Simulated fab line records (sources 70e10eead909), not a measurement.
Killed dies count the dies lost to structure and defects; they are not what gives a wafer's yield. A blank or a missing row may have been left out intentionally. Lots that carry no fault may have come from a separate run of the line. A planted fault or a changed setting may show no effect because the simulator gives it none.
A struck lot beside a sound one + flow nand-harc + 20 steps out of a route of 1302
Sound: the wafers L807.1, L807.2, L807.4. The struck wafers were L795.1, L795.3, L795.5. The cause comes at the end.
At each step with rows: each side's tool, then ch and its chambers, then its first start. Under that, the readings that differ: sound wafers + struck wafers + difference of the means + sigmas: that difference in standard deviations of wafers without a fault.
alike: same words and numbers on both sides, and readings whose means sit less than 2 such deviations apart. not compared: any withheld reading, any reading some wafer has no value for, any bound like >300 that may hide the same value, and any number with overlapping values for which the record gives no deviation.
Wherever a step has rows on one side only, a row that says differs or no value, or a row with sigmas, the two part there. Non-overlapping numbers with no deviation appear without sigmas and do not part them. A reading that every wafer of one side lacks parts them only if that side has two wafers or more.

NHARC_P_GATE_ALD_36: deposits SiNx, target thk 20 nm, pulse time 60 s, ald cycles 223.
  sound on ald-sin-03 ch 0,1,3, day 12 13:25; struck on ald-sin-04 ch 0,1, day 7 13:41
  alike: heater-power-outer-w, heater-power-w, precursor-pulse-height-rel
NHARC_P_GATE_ETCHBACK_37: etches the open film in CHF3/O2, target depth 34.5 nm, time 17.2 s.
  sound on rie-diel-13 ch 0,1,3; struck on rie-diel-09 ch 1,3
  alike: drypump-motor-current-A, oes-product-au, rf-vpp-V, showerhead-plenum-p-Torr, throttle-valve-pct
  not compared: rf-hours-counter-h
NHARC_P_GATE_STRIP_101: strips in O2, time 20 s.
  sound on rie-diel-13 ch 0,1,3, day 12 21:59; struck on rie-diel-09 ch 1,2,3, day 7 23:21
  alike: drypump-motor-current-A, oes-product-au, rf-vpp-V, showerhead-plenum-p-Torr, throttle-valve-pct
  not compared: rf-hours-counter-h
then, 9 steps without rows for these wafers: NHARC_P_GATE_PRECLEAN_97 (cleans in SPM, time 600 s); NHARC_P_GATE_SRD_98; NHARC_P_GATE_PRECLEAN_99 (cleans in SC1); NHARC_P_GATE_SRD_100; NHARC_P_GATE_DEHYDRATE_38 (time 120 s); NHARC_P_GATE_HMDS_39 (time 30 s); NHARC_P_GATE_COAT_40; NHARC_P_GATE_SOFTBAKE_41 (time 95 s); NHARC_P_GATE_EBR_42.
NHARC_P_GATE_EXPOSE_43: exposes mask P NSD, target cd 720 nm.
  sound on krf-scanner-03 ch 0, day 12 22:38; struck on krf-scanner-02 ch 0, day 8 00:07
| reading | sound                   | struck                           | difference | sigmas |
|---------|-------------------------|----------------------------------|------------|--------|
| mask    | P_NSD#0 P_NSD#0 P_NSD#0 | P_NSD_R1#0 P_NSD_R1#0 P_NSD_R1#0 | differs    |        |
then, 2 steps without rows for these wafers: NHARC_P_GATE_PEB_44 (peb time 85 s); NHARC_P_GATE_DEVELOP_45 (time 70 s).
NHARC_P_GATE_CD_MEAS_46: the cd target is 720 nm.
  sound on cd-sem-01 ch 0, day 12 22:47; struck on cd-sem-01 ch 0, day 8 00:16
| reading    | sound             | struck            | difference | sigmas |
|------------|-------------------|-------------------|------------|--------|
| cd-nm (nm) | 721.4 720.1 719.6 | 710.8 708.0 709.9 | -10.8      | -6     |
then, 1 step without rows for these wafers: NHARC_P_GATE_HARDBAKE_47 (time 80 s).
NHARC_P_GATE_DESCUM_48: chemistry O2, time 3 s.
  sound on rie-diel-04 ch 0,1,2, day 12 22:57; struck on rie-diel-09 ch 0,1,2, day 8 00:26
| reading                 | sound             | struck            | difference | sigmas |
|-------------------------|-------------------|-------------------|------------|--------|
| model.P_GATE.cd-nm (nm) | 721.1 720.3 720.5 | 710.6 707.7 710.8 | -10.9      |        |
  alike: drypump-motor-current-A, oes-product-au, rf-vpp-V, showerhead-plenum-p-Torr, throttle-valve-pct
  not compared: rf-hours-counter-h
after that, 1 step had no rows for these wafers: NHARC_P_GATE_IMPLANT_49.
-- jump in the record: it breaks off in module P_GATE and resumes in module END (first step shown: number 1302 of the route), and 19 days separate the struck wafers' starts before and after --
NHARC_END_SORT_01:
  here the record holds rows for the struck wafers (prober-01 ch 0, day 26 23:25) but none for the sound ones

WHERE THEY PART
At NHARC_P_GATE_EXPOSE_43 first; at NHARC_END_SORT_01 last (within this record only).

WHY: what had been put in by the simulator
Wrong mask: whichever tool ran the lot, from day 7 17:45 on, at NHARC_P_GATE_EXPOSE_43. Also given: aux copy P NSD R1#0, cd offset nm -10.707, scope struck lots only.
